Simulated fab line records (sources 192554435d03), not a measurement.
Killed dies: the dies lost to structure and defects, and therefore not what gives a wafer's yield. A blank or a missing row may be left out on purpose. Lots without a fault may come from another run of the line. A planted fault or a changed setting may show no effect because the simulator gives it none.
Chamber matching | flow n5 finfet | N5_BEOL_M3_DEP_57 on pecvd-01 has 3 sister chambers
The step deposits SiCN from 3MS/NH3, target thk 8 nm, time 14 s. 22 wafers are shown with their chamber, then 11 later ones without.

WAFERS WITH THEIR CHAMBER
wafer  | chamber | throttle valve pct (%) | showerhead plenum p Torr (Torr)
L075.2 | 2       | 8.2                    | 3.645
L075.4 | 0       | 8.8                    | 3.665
L075.6 | 2       | 8.5                    | 3.651
L076.1 | 2       | 8.4                    | 3.654
L076.4 | 2       | 8.5                    | 3.644
L076.6 | 0       | 9.0                    | 3.669
L077.1 | 1       | 9.4                    | 3.658
L077.2 | 0       | 8.5                    | 3.663
L077.5 | 0       | 8.9                    | 3.674
L084.3 | 1       | 9.4                    | 3.661
L084.5 | 2       | 8.8                    | 3.651
L084.6 | 1       | 9.5                    | 3.663
L085.3 | 1       | 9.5                    | 3.648
L085.4 | 2       | 8.7                    | 3.645
L085.6 | 0       | 8.6                    | 3.666
L090.2 | 1       | 9.3                    | 3.643
L090.4 | 1       | 9.3                    | 3.649
L090.5 | 2       | 8.9                    | 3.656
L093.3 | 2       | 8.8                    | 3.654
L093.5 | 1       | 9.6                    | 3.654
L093.6 | 2       | 8.5                    | 3.641
L097.1 | 2       | 8.7                    | 3.654

SIGNATURES, as means of the wafers listed above
reading                  | chamber 0 | chamber 1 | chamber 2 | scatter within a chamber
throttle valve pct       | 8.760     | 9.429     | 8.600     | 0.187
showerhead plenum p Torr | 3.66740   | 3.65371   | 3.64950   | 0.00585
Rule: for each reading, subtract the chamber's mean from the wafer's reading, divide by that reading's scatter and square the result; add these up over the readings and take the root, which gives the wafer's distance from the chamber. If the next closest chamber is less than 2 further off than the closest, the wafer can't be placed; otherwise it belongs to the closest. The scatter: take each reading less its chamber's mean, square it, sum over the shown wafers, divide by the number of wafers less the number of chambers, and take the root.

WAFERS MISSING THEIR CHAMBER
wafer  | throttle valve pct (%) | showerhead plenum p Torr (Torr)
L097.2 | 9.5                    | 3.651
L097.6 | 8.5                    | 3.643
L095.1 | 8.8                    | 3.657
L095.4 | 9.1                    | 3.651
L095.6 | 8.5                    | 3.657
L096.1 | 9.3                    | 3.650
L096.3 | 9.4                    | 3.654
L096.6 | 8.5                    | 3.650
L094.1 | 9.4                    | 3.658
L094.2 | 8.3                    | 3.674
L094.6 | 9.2                    | 3.649

WHICH CHAMBER EACH WENT THROUGH
wafer  | from the rows above          | in truth
L097.2 | 1                            | 1
L097.6 | 2                            | 2
L095.1 | can't be placed: 2 or 0 or 1 | 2
L095.4 | can't be placed: 1 or 2 or 0 | 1
L095.6 | can't be placed: 2 or 0      | 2
L096.1 | 1                            | 1
L096.3 | 1                            | 1
L096.6 | 2                            | 2
L094.1 | 1                            | 1
L094.2 | can't be placed: 0 or 2      | 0
L094.6 | can't be placed: 1 or 2      | 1
6 of 11 placed correctly. These rows do not allow placing 5 (true chamber among the candidates in 5). Number placed wrongly: 0.
